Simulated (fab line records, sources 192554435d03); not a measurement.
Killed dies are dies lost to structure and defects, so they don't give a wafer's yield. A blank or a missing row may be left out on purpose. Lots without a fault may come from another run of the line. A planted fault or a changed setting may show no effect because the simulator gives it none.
Split-lot experiment | flow n5_finfet | 7 lots, 21 wafers read, on a route of 1938 steps

THE SPLIT
At N5_BEOL_M6_ALD_77 (deposits TaN, target thk 2 nm, pulse time 2 s, purge time 3 s), the setting ald_cycles was moved away from the recipe's 40 on 8 of the 21 wafers read, by -17.5% to +15.0%. The other wafers ran this setting at the recipe's value.

The reading is taken at the split's own step.

THE READING
TaN_of_BEOL_M6_ALD_77.thk_nm (the simulator's own value, which no gauge read), in nm, at N5_BEOL_M6_ALD_77 (deposits TaN, target thk 2 nm, pulse time 2 s, purge time 3 s). The file gives no usual value for it.

wafer  | tool, chamber at the split | ald_cycles as run | against the recipe | TaN_of_BEOL_M6_ALD_77.thk_nm, nm | against lot-mates on the recipe
L080.1 | ald_metal-01, 3,1          | 46                | +15.0%             | 2.2                              | +0.2
L080.2 | ald_metal-01, 3,1          | 46                | +15.0%             | 2.2                              | +0.2
L080.4 | ald_metal-01, 2            | 40                | recipe             | 2                                | -
L084.2 | ald_metal-02, 0            | 45                | +12.5%             | 2.2                              | +0.2
L084.5 | ald_metal-02, 0            | 45                | +12.5%             | 2.2                              | +0.2
L084.4 | ald_metal-02, 1            | 40                | recipe             | 2                                | -
L085.2 | ald_metal-01, 0,2,3        | 40                | recipe             | 2                                | -
L085.5 | ald_metal-01, 0,2,3        | 40                | recipe             | 2                                | -
L085.6 | ald_metal-01, 0,2,3        | 40                | recipe             | 2                                | -
L090.2 | ald_metal-02, 2,0          | 33                | -17.5%             | 1.6                              | -0.4
L090.4 | ald_metal-02, 2,0          | 33                | -17.5%             | 1.6                              | -0.4
L090.5 | ald_metal-02, 1            | 40                | recipe             | 2                                | -
L093.1 | ald_metal-03, 1,0,0        | 40                | recipe             | 2                                | -
L093.3 | ald_metal-03, 1,0,0        | 40                | recipe             | 2                                | -
L093.6 | ald_metal-03, 1,0,0        | 40                | recipe             | 2                                | -
L094.1 | ald_metal-02, 2            | 40                | recipe             | 2                                | -
L094.4 | ald_metal-02, 2            | 34                | -15.0%             | 1.6                              | -0.4
L094.5 | ald_metal-02, 3            | 34                | -15.0%             | 1.8                              | -0.2
L095.1 | ald_metal-01, 0,2,0        | 40                | recipe             | 2                                | -
L095.2 | ald_metal-01, 0,2,0        | 40                | recipe             | 2                                | -
L095.4 | ald_metal-01, 0,2,0        | 40                | recipe             | 2                                | -
Where a row lists several chambers, the file gives one row for several wafers and doesn't say which wafer went through which chamber.

THE FIT
A straight line over all 21 wafers: TaN_of_BEOL_M6_ALD_77.thk_nm changes by +0.0185 nm for each +1% of ald_cycles; r = +0.97; the points scatter about the line by 0.045 nm.
The same after taking each lot's own level away (the mean of its wafers on the recipe; 21 wafers): +0.0185 nm for each +1%; r = +0.97; scatter 0.045 nm.
On that fit, the largest move of ald_cycles shifts the reading by 0.32 nm.
The lots' own levels span 2.00 to 2.00 nm.
So the lot-to-lot level changes the slope little: the two slopes agree.
Check: with one of the wafers moved furthest among these (-17.5%) left out of the fit, the line predicts -0.329 nm for it against its lot-mates. It came out at -0.4 nm against them.

OTHER SPLITS ON THESE WAFERS
These wafers also went through other splits before the reading. Each is held against what the fit with the lots' levels taken away leaves over:
other split on the same wafers             | wafers away from the commonest value | r with TaN_of_BEOL_M6_ALD_77.thk_nm (lot level and that fit taken away)
N5_BEOL_M5_ALD_86 co_reactant_pulse_time_s | 5                                    | -0.03
N5_BEOL_M6_ETCH_41 time_s                  | 10                                   | -0.01

THE FILE'S OWN FIT
TaN_of_BEOL_M6_ALD_77.thk_nm changes by +0.0186 nm for each +1% of ald_cycles, r = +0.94.
